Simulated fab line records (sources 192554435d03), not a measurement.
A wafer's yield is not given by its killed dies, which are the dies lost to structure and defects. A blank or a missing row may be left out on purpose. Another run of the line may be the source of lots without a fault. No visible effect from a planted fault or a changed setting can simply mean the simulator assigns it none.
fab line records	flow n5-finfet
record lots=7	wafers=39
route steps=1938 shown FIN_SAQP@96 SD_EPI_P@321 SD_ACTIVATION@330 BEOL_M0_SAQP@663 BEOL_M2@882
start-h: the number of hours between the record's first day and the start of the first shown wafer of the lot	wait-h: hours elapsed since this lot's preceding step	" as in the row above	L1.1+2: a row that stands for several wafers	- either no value or no given start	* or withheld: withheld	< > ~ a bound
route shown NAME@n: a module of which the file shows steps, and the number in the route of the first	usual: the fault-free wafers' mean and standard deviation	same: alike in all rows	chamber/n: place in a boat	sites: per-site readings	_std_site: the values' standard deviation	_edge_site: inner sites' mean taken away from outer sites' mean	radius-mm: how far each site lies from the wafer's centre	mask NAME#n: copy n	behind: tool/chamber where the wafer was last shaped	hold: reason for holding the lot/hours on hold/outcome of the hold	device: whichever transistor did not switch (one of n, p or np)	end of line: the same wafers' tests at the end of the route	a step given without rows: its recipe and nothing more	killed: at the first sort, the dies lost to defects and structure; wafer yield is something else	map: a wafer's dies, x killed, . not, _ none there
set.NAME: the setting as run; set.NAME@STEP: as run at that earlier step	model.NAME: the simulator's own value behind a step, which no gauge read
lots run with intentionally changed settings; tables by step, rows by wafer
## steps
# step N5_FIN_SAQP_HM_DEP_03
# recipe material=SiNx	target-thk-a=380	temp-c=400	precursor=SiH4/NH3/N2	pressure-torr=1.5	rf-w=300	time-s=33.6
lot.wafer	tool	chamber	start-h	wait-h	set.time-s	model.SiNx_of_FIN_SAQP_HM_DEP_03.thk-nm
L075.1	pecvd-04	0	34.31	0.2	33.6	37.87
L075.2	"	2	"	"	50.91	57.02
L075.3	"	1	"	"	50.91	57.03
L075.4	"	0	"	"	33.6	38.26
L075.5	"	1	"	"	33.6	37.88
L075.6	"	2	"	"	50.91	57.44
L080.1	pecvd-02	1	57.13	0.2	33.6	38.29
L080.2	"	2	"	"	33.6	38.22
L080.3	"	0	"	"	19.64	22.19
L080.4	"	1	"	"	33.6	38.05
L080.5	"	0	"	"	19.64	22.31
L080.6	"	2	"	"	19.64	22.9
L081.1	pecvd-02	2	64.00	0.2	33.6	37.66
L081.2	"	0	"	"	41.14	46.12
L081.3	"	1	"	"	33.6	37.56
L081.4	"	1	"	"	41.14	47.06
L081.5	"	2	"	"	33.6	38.29
L081.6	"	0	"	"	41.14	47.12
L082.1	pecvd-04	1	69.40	0.2	33.6	37.33
L082.2	"	2	"	"	33.6	37.25
L082.3	"	0	"	"	38.7	42.93
L082.4	"	1	"	"	38.7	43.25
L082.5	"	0	"	"	38.7	43.56
L082.6	"	2	"	"	33.6	37.83
L087.4	pecvd-02	1	100.01	0.1	33.6	38.16
L087.5	"	0	"	"	33.6	38.6
L087.6	"	2	"	"	33.6	38.9
L091.1	pecvd-04	0	122.88	0.2	43	47.6
L091.2	"	2	"	"	43	48
L091.3	"	1	"	"	33.6	37.93
L091.4	"	0	"	"	33.6	37.99
L091.5	"	2	"	"	33.6	37.96
L091.6	"	1	"	"	43	49.29
L096.1	pecvd-02	0	153.65	0.2	26.4	29.84
L096.2	"	1	"	"	26.4	30.1
L096.3	"	2	"	"	33.6	37.74
L096.4	"	0	"	"	26.4	30.41
L096.5	"	1	"	"	33.6	38.41
L096.6	"	2	"	"	33.6	38.46
# step N5_FIN_SAQP_THK_MEAS_05
# usual thk-nm=38.0/0.47
lot.wafer	tool	chamber	start-h	wait-h	set.time-s@FIN_SAQP_HM_DEP_03	thk-nm
L075.1	film-metro-01	-	34.40	0.1	33.6	37.9
L075.2	"	-	"	"	50.91	57.0
L075.3	"	-	"	"	50.91	57.0
L075.4	"	-	"	"	33.6	38.3
L075.5	"	-	"	"	33.6	37.9
L075.6	"	-	"	"	50.91	57.4
L080.1	film-metro-01	-	57.22	0.1	33.6	38.2
L080.2	"	-	"	"	33.6	38.2
L080.3	"	-	"	"	19.64	22.2
L080.4	"	-	"	"	33.6	38.0
L080.5	"	-	"	"	19.64	22.3
L080.6	"	-	"	"	19.64	22.9
L081.1	film-metro-01	-	64.09	0.1	33.6	37.6
L081.2	"	-	"	"	41.14	46.1
L081.3	"	-	"	"	33.6	37.5
L081.4	"	-	"	"	41.14	47.1
L081.5	"	-	"	"	33.6	38.3
L081.6	"	-	"	"	41.14	47.1
L082.1	film-metro-01	-	69.49	0.1	33.6	37.3
L082.2	"	-	"	"	33.6	37.2
L082.3	"	-	"	"	38.7	42.9
L082.4	"	-	"	"	38.7	43.3
L082.5	"	-	"	"	38.7	43.6
L082.6	"	-	"	"	33.6	37.8
L087.4	film-metro-01	-	100.07	0.0	33.6	38.2
L087.5	"	-	"	"	33.6	38.6
L087.6	"	-	"	"	33.6	38.9
L091.1	film-metro-02	-	122.97	0.1	43	47.6
L091.2	"	-	"	"	43	48.0
L091.3	"	-	"	"	33.6	37.9
L091.4	"	-	"	"	33.6	38.0
L091.5	"	-	"	"	33.6	38.0
L091.6	"	-	"	"	43	49.3
L096.1	film-metro-01	-	153.74	0.1	26.4	29.9
L096.2	"	-	"	"	26.4	30.1
L096.3	"	-	"	"	33.6	37.7
L096.4	"	-	"	"	26.4	30.4
L096.5	"	-	"	"	33.6	38.4
L096.6	"	-	"	"	33.6	38.4
# step N5_FIN_SAQP_PECVD_47
# recipe material=a-Si	target-thk-a=450	temp-c=400	precursor=SiH4/He	pressure-torr=3	rf-w=100	time-s=36.3
# step N5_FIN_SAQP_PECVD_48
# recipe material=SiNx	target-thk-a=250	temp-c=400	precursor=SiH4/NH3/N2	pressure-torr=1.5	rf-w=300	time-s=22.1
# step N5_FIN_SAQP_MANDREL2_REMOVE_60
# recipe chemistry=HBr/Cl2/O2	bt-time-s=10	target=a-Si	stop-on=SiNx	endpoint=OES-SiCl	over-etch-frac=1	icp-w=600	bias-w=22	HBr_flow_sccm=150	Cl2_flow_sccm=80	O2_flow_sccm=5	pressure-mtorr=10
# step N5_FIN_SAQP_HM_OPEN_33
# recipe chemistry=CH3F/O2	target=SiNx	mask-material=SiO2	target-depth-a=494	time-s=70.6	pressure-mtorr=30	source-w=395	bias-w=73	Ar_flow_sccm=150	CH3F_flow_sccm=30	O2_flow_sccm=20	ion-energy-ev=120	ends=cleared
# usual etch-rf-on-time-s=69.0/1.4
lot.wafer	tool	chamber	start-h	wait-h	set.time-s@FIN_SAQP_HM_DEP_03	etch-rf-on-time-s	model.etch.depth-nm
L075.1	rie-diel-01	2	39.13	0.0	33.6	67.3	37.16
L075.2	"	0	"	"	50.91	104.4	56.39
L075.3	"	1	"	"	50.91	105.5	56.38
L075.4	"	3	"	"	33.6	71.7	37.6
L075.5	"	0	"	"	33.6	68.4	37.22
L075.6	"	3	"	"	50.91	107.6	56.73
L080.1	rie-diel-06	3	61.88	0.0	33.6	69.8	37.64
L080.2	"	1	"	"	33.6	68.9	37.5
L080.3	"	2	"	"	19.64	39.9	21.56
L080.4	"	0	"	"	33.6	67.7	37.38
L080.5	"	0	"	"	19.64	39.4	21.66
L080.6	"	1	"	"	19.64	40.9	22.19
L081.1	rie-diel-01	3	68.82	0.0	33.6	70.5	37.03
L081.2	"	0	"	"	41.14	84.5	45.49
L081.3	"	1	"	"	33.6	69.0	36.77
L081.4	"	2	"	"	41.14	84.4	46.36
L081.5	"	1	"	"	33.6	70.5	37.58
L081.6	"	2	"	"	41.14	84.5	46.49
L082.1	rie-diel-01	1	73.88	0.0	33.6	67.8	36.7
L082.2	"	2	"	"	33.6	65.3	36.54
L082.3	"	0	"	"	38.7	77.6	42.3
L082.4	"	3	"	"	38.7	80.0	42.46
L082.5	"	0	"	"	38.7	78.9	42.93
L082.6	"	3	"	"	33.6	70.0	37.21
L087.4	rie-diel-05	2	106.15	0.0	33.6	70.1	37.53
L087.5	"	0	"	"	33.6	69.8	37.98
L087.6	"	1	"	"	33.6	71.8	38.17
L091.1	rie-diel-01	2	127.62	0.2	43	84.6	46.97
L091.2	"	1	"	"	43	88.1	47.36
L091.3	"	3	"	"	33.6	70.9	37.27
L091.4	"	0	"	"	33.6	69.0	37.28
L091.5	"	0	"	"	33.6	68.6	37.3
L091.6	"	3	"	"	43	93.3	48.66
L096.1	rie-diel-01	1	158.92	0.1	26.4	54.2	29.19
L096.2	"	3	"	"	26.4	55.5	29.47
L096.3	"	0	"	"	33.6	68.0	37.08
L096.4	"	2	"	"	26.4	54.1	29.7
L096.5	"	1	"	"	33.6	69.7	37.78
L096.6	"	2	"	"	33.6	68.6	37.82
# step N5_FIN_SAQP_ETCH_34
# recipe chemistry=C4F6/O2	target=SiO2	target-depth-a=450	time-s=15	ion-energy-ev=250	pressure-mtorr=30	source-w=345	bias-w=185	Ar_flow_sccm=300	C4F6_flow_sccm=10	O2_flow_sccm=10	ends=cleared
# step N5_FIN_SAQP_STRIP_77
# recipe chemistry=N2/H2	time-s=90	power-w=100	temp-c=40	pressure-mtorr=100	rf-frequency-hz=6e+07	bias-power-w=3	n2-flow-sccm=300	h2-flow-sccm=300
# step N5_FIN_SAQP_PRECLEAN_38
# recipe chemistry=O3/DIW	time-s=45	temp-c=22	o3-ppm=10
# step N5_FIN_SAQP_PRECLEAN_45
# recipe chemistry=dHF	time-s=10	dilution=500:1	temp-c=25
lot.wafer	tool	chamber	start-h	wait-h	set.time-s@FIN_SAQP_HM_DEP_03	model.SiNx_of_FIN_SAQP_HM_DEP_03.thk-nm
L075.1+5	wet-bench-03	0,7	39.59	0.0	33.6	21.2
L075.2	"	5	"	"	50.91	39.6
L075.3	"	2	"	"	50.91	40.2
L075.4	"	1	"	"	33.6	21.4
L075.6	"	6	"	"	50.91	40.6
L080.1+2	wet-bench-04	2,3	62.34	0.0	33.6	21.2
L080.3	"	0	"	"	19.64	5.4
L080.4	"	1	"	"	33.6	21.4
L080.5+6	"	7,4	"	"	19.64	5.8
L081.1	wet-bench-02	5	69.28	0.0	33.6	20.6
L081.2	"	0	"	"	41.14	28.6
L081.3	"	1	"	"	33.6	20.2
L081.4	"	2	"	"	41.14	30.2
L081.5	"	4	"	"	33.6	21
L081.6	"	3	"	"	41.14	30.4
L082.1	wet-bench-02	4	74.34	0.0	33.6	20.6
L082.2	"	2	"	"	33.6	20
L082.3	"	1	"	"	38.7	25.2
L082.4+5	"	7,3	"	"	38.7	26
L082.6	"	0	"	"	33.6	20.8
L087.4	wet-bench-03	1	106.61	0.0	33.6	21
L087.5	"	3	"	"	33.6	21.8
L087.6	"	6	"	"	33.6	21.6
L091.1	wet-bench-04	5	128.08	0.0	43	30.6
L091.2	"	2	"	"	43	31
L091.3+4	"	1,0	"	"	33.6	20.8
L091.5	"	6	"	"	33.6	20.6
L091.6	"	7	"	"	43	32.2
L096.1	wet-bench-02	3	159.38	0.0	26.4	12.8
L096.2	"	2	"	"	26.4	13
L096.3	"	6	"	"	33.6	21
L096.4	"	4	"	"	26.4	12.6
L096.5	"	5	"	"	33.6	21.2
L096.6	"	1	"	"	33.6	21.4
# step N5_SD_EPI_P_EPI_21
# recipe material=SiGe:B	dopant=B	temp-c=550	pressure-torr=20	ambient=H2	time-s=355
lot.wafer	tool	chamber	start-h	wait-h	set.time-s	model.SiGe-B_of_SD_EPI_P_EPI_21.thk-nm
L075.1	epi-rpcvd-02	0	69.80	0.2	355	60.4
L075.2+3	"	0	"	"	182	33.8
L075.4	"	0	"	"	182	33.4
L075.5	"	0	"	"	355	60.8
L075.6	"	0	"	"	355	61
L080.1	epi-rpcvd-04	0	90.44	0.1	355	61
L080.2	"	0	"	"	507.4	78.2
L080.3	"	0	"	"	507.4	79.2
L080.4+6	"	0	"	"	355	60.8
L080.5	"	0	"	"	507.4	78
L081.1+4	epi-rpcvd-02	0	98.93	0.2	216.2	41
L081.2	"	0	"	"	355	61
L081.3	"	0	"	"	355	62.4
L081.5	"	0	"	"	355	61.4
L081.6	"	0	"	"	216.2	40.8
L082.1	epi-rpcvd-04	0	104.72	0.1	496.9	76.4
L082.2	"	0	"	"	496.9	77.2
L082.3	"	0	"	"	355	60.8
L082.4	"	0	"	"	355	60.4
L082.5	"	0	"	"	496.9	78
L082.6	"	0	"	"	355	61
L087.4	epi-rpcvd-02	0	135.65	1.1	355	61.6
L087.5+6	"	0	"	"	355	61
L091.1	epi-rpcvd-01	0	156.65	0.2	355	59
L091.2	"	0	"	"	208	37.2
L091.3	"	0	"	"	355	59.2
L091.4	"	0	"	"	208	37.4
L091.5	"	0	"	"	355	60
L091.6	"	0	"	"	208	37.6
L096.1	epi-rpcvd-02	0	188.59	0.2	355	59.6
L096.2	"	0	"	"	562.8	83.8
L096.3	"	0	"	"	355	61
L096.4	"	0	"	"	355	60.8
L096.5	"	0	"	"	562.8	83.2
L096.6	"	0	"	"	562.8	82.8
# step N5_SD_EPI_P_EPI_MEAS_23
# recipe mode=xrd
# usual thk-nm=61.0/1.3
lot.wafer	tool	chamber	start-h	wait-h	set.time-s@SD_EPI_P_EPI_21	thk-nm
L075.1	film-metro-01	-	72.71	2.4	355	59.8
L075.2	"	-	"	"	182	34.9
L075.3	"	-	"	"	182	33.0
L075.4	"	-	"	"	182	33.9
L075.5	"	-	"	"	355	61.4
L075.6	"	-	"	"	355	60.1
L080.1	film-metro-02	-	92.63	1.8	355	61.1
L080.2	"	-	"	"	507.4	77.0
L080.3	"	-	"	"	507.4	78.5
L080.4	"	-	"	"	355	61.2
L080.5	"	-	"	"	507.4	78.0
L080.6	"	-	"	"	355	61.9
L081.1	film-metro-02	-	101.85	2.5	216.2	40.9
L081.2	"	-	"	"	355	59.8
L081.3	"	-	"	"	355	61.6
L081.4	"	-	"	"	216.2	40.2
L081.5	"	-	"	"	355	62.1
L081.6	"	-	"	"	216.2	39.9
L082.1	film-metro-02	-	106.92	1.8	496.9	76.1
L082.2	"	-	"	"	496.9	73.4
L082.3	"	-	"	"	355	59.4
L082.4	"	-	"	"	355	61.3
L082.5	"	-	"	"	496.9	78.4
L082.6	"	-	"	"	355	62.0
L087.4	film-metro-01	-	136.77	0.8	355	60.9
L087.5	"	-	"	"	355	59.4
L087.6	"	-	"	"	355	62.3
L091.1	film-metro-01	-	159.58	2.5	355	58.4
L091.2	"	-	"	"	208	37.6
L091.3	"	-	"	"	355	59.5
L091.4	"	-	"	"	208	35.7
L091.5	"	-	"	"	355	62.0
L091.6	"	-	"	"	208	38.5
L096.1	film-metro-01	-	191.51	2.4	355	59.0
L096.2	"	-	"	"	562.8	85.7
L096.3	"	-	"	"	355	63.6
L096.4	"	-	"	"	355	60.9
L096.5	"	-	"	"	562.8	84.9
L096.6	"	-	"	"	562.8	82.4
# step N5_SD_EPI_P_HM_STRIP_48
# recipe chemistry=H3PO4	temp-c=160	material=SiNx	target=SiNx	target-depth-a=30	overetch-fraction=0.3
# step N5_SD_EPI_P_SRD_49
# recipe dry=ipa-marangoni	time-s=30	temp-c=23	rinse-liquid=diw
# step N5_SD_ACTIVATION_RTA_00
# recipe temp-c=975	time-s=0	ambient=N2	idle-temp-c=600	ramp-up-c-per-s=150	ramp-down-c-per-s=60	cool-to-c=600
# step N5_SD_ACTIVATION_LSA_01
# recipe temp-c=1080	time-s=0.0008	ambient=N2
# step N5_SD_ACTIVATION_RS_MEAS_03
# recipe thk-meas-gauge=four-point-probe
# usual RS_SD_N=21.87/0.26	RS_SD_P=56.0/0.84
lot.wafer	tool	chamber	start-h	wait-h	set.time-s@SD_EPI_P_EPI_21	RS_SD_N[ohm/sq]	RS_SD_P[ohm/sq]
L075.1	film-metro-01	-	73.33	0.2	355	21.89	56.2
L075.2	"	-	"	"	182	21.92	101.3
L075.3	"	-	"	"	182	21.94	99.4
L075.4	"	-	"	"	182	22.34	101.0
L075.5	"	-	"	"	355	21.86	55.8
L075.6	"	-	"	"	355	21.82	56.2
L080.1	film-metro-02	-	93.24	0.2	355	21.66	55.4
L080.2	"	-	"	"	507.4	21.40	43.2
L080.3	"	-	"	"	507.4	21.84	42.7
L080.4	"	-	"	"	355	22.00	55.9
L080.5	"	-	"	"	507.4	21.55	43.5
L080.6	"	-	"	"	355	21.95	55.4
L081.1	film-metro-02	-	102.45	0.2	216.2	21.71	84.8
L081.2	"	-	"	"	355	21.74	57.0
L081.3	"	-	"	"	355	21.94	55.8
L081.4	"	-	"	"	216.2	21.82	85.0
L081.5	"	-	"	"	355	21.89	56.1
L081.6	"	-	"	"	216.2	21.83	85.6
L082.1	film-metro-01	-	108.27	0.2	496.9	21.71	44.3
L082.2	"	-	"	"	496.9	22.11	44.2
L082.3	"	-	"	"	355	22.06	56.0
L082.4	"	-	"	"	355	22.03	56.5
L082.5	"	-	"	"	496.9	21.89	43.9
L082.6	"	-	"	"	355	21.93	55.8
L087.4	film-metro-01	-	137.43	0.1	355	21.56	54.3
L087.5	"	-	"	"	355	21.92	54.8
L087.6	"	-	"	"	355	21.53	55.2
L091.1	film-metro-01	-	160.23	0.2	355	22.09	56.9
L091.2	"	-	"	"	208	21.73	90.0
L091.3	"	-	"	"	355	22.26	56.0
L091.4	"	-	"	"	208	21.75	89.0
L091.5	"	-	"	"	355	21.91	55.7
L091.6	"	-	"	"	208	21.76	88.8
L096.1	film-metro-02	-	192.11	0.2	355	22.05	57.6
L096.2	"	-	"	"	562.8	21.48	40.7
L096.3	"	-	"	"	355	21.85	55.9
L096.4	"	-	"	"	355	22.25	56.3
L096.5	"	-	"	"	562.8	21.94	41.0
L096.6	"	-	"	"	562.8	21.98	41.3
# step N5_BEOL_M0_SAQP_SPACER1_ALD_98
# recipe material=SiO2	target-thk-a=128	temp-c=300	ald-precursor-family=BDEAS	ald-co-reactant=O2-plasma	pulse-time-s=1	purge-time-s=2	co-reactant-purge-time-s=2	ald-cycles=138	pressure-torr=2
lot.wafer	tool	chamber	start-h	wait-h	set.ald-cycles	model.SiO2_of_BEOL_M0_SAQP_SPACER1_ALD_98.thk-nm
L075.1+2+3+4+6	ald-sin-03	0,1,3,2,0	122.01	0.3	138	12.8
L075.5	"	3	"	"	138	13
L080.1+5+6	ald-sin-03	0,1,2	144.13	0.3	179	16.6
L080.2+3+4	"	2,1,3	"	"	138	12.8
L081.1+2+3+4+5+6	ald-sin-03	2,3,0,1,3,0	149.35	0.3	138	12.8
L082.1+3+4	ald-sin-04	2,1,3	155.31	0.3	138	12.8
L082.2+5+6	"	0,0,1	"	"	170	15.8
L087.4+5+6	ald-sin-04	3,3,0	188.96	0.4	138	12.8
L091.1+2+3+4+6	ald-sin-03	1,2,0,3,1	209.96	0.3	138	12.8
L091.5	"	0	"	"	138	13
L096.1+5+6	ald-sin-03	1,0,1	243.31	0.3	138	12.8
L096.2+3+4	"	2,0,3	"	"	171	15.8
# step N5_BEOL_M0_SAQP_SPACER1_ETCHBACK_99
# recipe chemistry=CHF3/O2	mode=anisotropic-etchback	target=SiO2	target-depth-a=154	time-s=7.7	pressure-mtorr=30	source-w=650	bias-w=170	Ar_flow_sccm=200	CHF3_flow_sccm=50	O2_flow_sccm=5	ion-energy-ev=200
# step N5_BEOL_M0_SAQP_MANDREL1_REMOVE_100
# recipe chemistry=HBr/Cl2/O2	bt-time-s=10	target=a-Si	stop-on=SiNx	endpoint=OES-SiCl	over-etch-frac=0.85	icp-w=600	bias-w=30	HBr_flow_sccm=150	Cl2_flow_sccm=80	O2_flow_sccm=5	pressure-mtorr=10
lot.wafer	tool	chamber	start-h	wait-h	set.ald-cycles@BEOL_M0_SAQP_SPACER1_ALD_98	model.BEOL_M0_SAQP.cd-nm
L075.1+4+5+6	rie-si-02	2,3,3,2	122.69	0.1	138	12.8
L075.2+3	"	1,0	"	"	138	13
L080.1+5	rie-si-05	1,0	144.69	0.1	179	16.6
L080.2+4	"	2,0	"	"	138	12.8
L080.3	"	3	"	"	138	13
L080.6	"	3	"	"	179	16.8
L081.1+2+3+4+6	rie-si-02	0,2,1,3,0	149.93	0.1	138	12.8
L081.5	"	1	"	"	138	13
L082.1	rie-si-05	1	155.91	0.1	138	12.6
L082.2+5+6	"	2,0,3	"	"	170	15.8
L082.3+4	"	3,0	"	"	138	12.8
L087.4+5+6	rie-si-02	2,0,1	189.57	0.1	138	13
L091.1+2+4+5+6	rie-si-02	2,3,3,2,1	210.52	0.1	138	13
L091.3	"	1	"	"	138	12.8
L096.1+5	rie-si-06	3,1	243.94	0.1	138	12.8
L096.2+3+4	"	1,0,3	"	"	171	16
L096.6	"	0	"	"	138	13
# step N5_BEOL_M0_SAQP_CD_MEAS_25
# recipe target-cd-nm=13.1	landing-energy-ev=1000	detector=se-inlens
# usual cd-nm=12.86/0.23
lot.wafer	tool	chamber	start-h	wait-h	set.ald-cycles@BEOL_M0_SAQP_SPACER1_ALD_98	cd-nm
L075.1	cd-sem-02	0	122.80	0.1	138	12.70
L075.2	"	0	"	"	138	13.06
L075.3	"	0	"	"	138	13.32
L075.4	"	0	"	"	138	12.88
L075.5	"	0	"	"	138	13.20
L075.6	"	0	"	"	138	12.57
L080.1	cd-sem-02	0	144.80	0.1	179	16.77
L080.2	"	0	"	"	138	12.83
L080.3	"	0	"	"	138	12.94
L080.4	"	0	"	"	138	12.83
L080.5	"	0	"	"	179	16.65
L080.6	"	0	"	"	179	16.64
L081.1	cd-sem-01	0	150.04	0.1	138	12.58
L081.2	"	0	"	"	138	12.77
L081.3	"	0	"	"	138	12.51
L081.4	"	0	"	"	138	12.55
L081.5	"	0	"	"	138	12.70
L081.6	"	0	"	"	138	12.85
L082.1	cd-sem-03	0	156.02	0.1	138	12.56
L082.2	"	0	"	"	170	15.39
L082.3	"	0	"	"	138	12.83
L082.4	"	0	"	"	138	12.87
L082.5	"	0	"	"	170	15.97
L082.6	"	0	"	"	170	15.82
L087.4	cd-sem-01	0	189.64	0.0	138	12.85
L087.5	"	0	"	"	138	13.45
L087.6	"	0	"	"	138	13.42
L091.1	cd-sem-01	0	210.63	0.1	138	12.68
L091.2	"	0	"	"	138	12.85
L091.3	"	0	"	"	138	12.99
L091.4	"	0	"	"	138	13.03
L091.5	"	0	"	"	138	12.85
L091.6	"	0	"	"	138	12.52
L096.1	cd-sem-03	0	244.06	0.1	138	12.61
L096.2	"	0	"	"	171	15.74
L096.3	"	0	"	"	171	16.07
L096.4	"	0	"	"	171	15.79
L096.5	"	0	"	"	138	13.05
L096.6	"	0	"	"	138	12.93
# step N5_BEOL_M2_ALD_98
# recipe material=SiO2	target-thk-a=25	temp-c=100	ald-precursor-family=BDEAS	ald-co-reactant=O2-plasma	pulse-time-s=1	co-reactant-pulse-time-s=1	purge-time-s=2	co-reactant-purge-time-s=2	ald-cycles=17	pressure-torr=2
lot.wafer	tool	chamber	start-h	wait-h	set.ald-cycles	model.SiO2_of_BEOL_M2_ALD_98.thk-nm
L075.1+2+3+4+6	ald-sin-04	0,1,2,3,0	144.09	0.1	17	2.4
L075.5	"	1	"	"	17	2.6
L080.1+2+3	ald-sin-04	1,0,3	166.04	0.2	8	1.2
L080.4+5	"	2,1	"	"	17	2.4
L080.6	"	0	"	"	17	2.6
L082.1+2+3+4+5+6	ald-sin-04	2,1,3,0,0,1	184.45	0.4	17	2.4
L081.1+2+5	ald-sin-04	0,2,3	184.55	0.2	24	3.6
L081.3+6	"	3,0	"	"	17	2.4
L081.4	"	1	"	"	17	2.6
L087.4+6	ald-sin-01	3,2	219.09	0.0	17	2.4
L087.5	"	3	"	"	17	2.6
L091.1+2+3+4+6	ald-sin-01	3,0,2,1,0	245.44	0.5	17	2.4
L091.5	"	3	"	"	17	2.6
L096.1+2+6	ald-sin-01	2,3,2	274.78	0.3	17	2.6
L096.3+4+5	"	0,1,3	"	"	12	1.8
## key
split step=N5_FIN_SAQP_HM_DEP_03	setting=time-s	stated=33.6	by=wafer
response step=N5_FIN_SAQP_HM_DEP_03	reading=model.SiNx_of_FIN_SAQP_HM_DEP_03.thk-nm	change=+0.376	per=1%	r=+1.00
response step=N5_FIN_SAQP_THK_MEAS_05	reading=thk-nm	change=*	per=1%	r=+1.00
response step=N5_FIN_SAQP_HM_OPEN_33	reading=etch-rf-on-time-s	change=*	per=1%	r=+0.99
response step=N5_FIN_SAQP_HM_OPEN_33	reading=model.etch.depth-nm	change=+0.377	per=1%	r=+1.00
response step=N5_FIN_SAQP_PRECLEAN_45	reading=model.SiNx_of_FIN_SAQP_HM_DEP_03.thk-nm	change=+0.374	per=1%	r=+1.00
split step=N5_SD_EPI_P_EPI_21	setting=time-s	stated=355	by=wafer
response step=N5_SD_EPI_P_EPI_21	reading=model.SiGe-B_of_SD_EPI_P_EPI_21.thk-nm	change=+0.463	per=1%	r=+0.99
response step=N5_SD_EPI_P_EPI_MEAS_23	reading=thk-nm	change=*	per=1%	r=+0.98
response step=N5_SD_ACTIVATION_RS_MEAS_03	reading=RS_SD_P	shape=bent	at-lowest=100.6	at-stated=55.9	at-highest=41.0
split step=N5_BEOL_M0_SAQP_SPACER1_ALD_98	setting=ald-cycles	stated=138	by=wafer
response step=N5_BEOL_M0_SAQP_SPACER1_ALD_98	reading=model.SiO2_of_BEOL_M0_SAQP_SPACER1_ALD_98.thk-nm	change=+0.128	per=1%	r=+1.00
response step=N5_BEOL_M0_SAQP_MANDREL1_REMOVE_100	reading=model.BEOL_M0_SAQP.cd-nm	change=+0.13	per=1%	r=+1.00
response step=N5_BEOL_M0_SAQP_CD_MEAS_25	reading=cd-nm	change=+0.128	per=1%	r=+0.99
split step=N5_BEOL_M2_ALD_98	setting=ald-cycles	stated=17	by=wafer
response step=N5_BEOL_M2_ALD_98	reading=model.SiO2_of_BEOL_M2_ALD_98.thk-nm	change=+0.0256	per=1%	r=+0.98
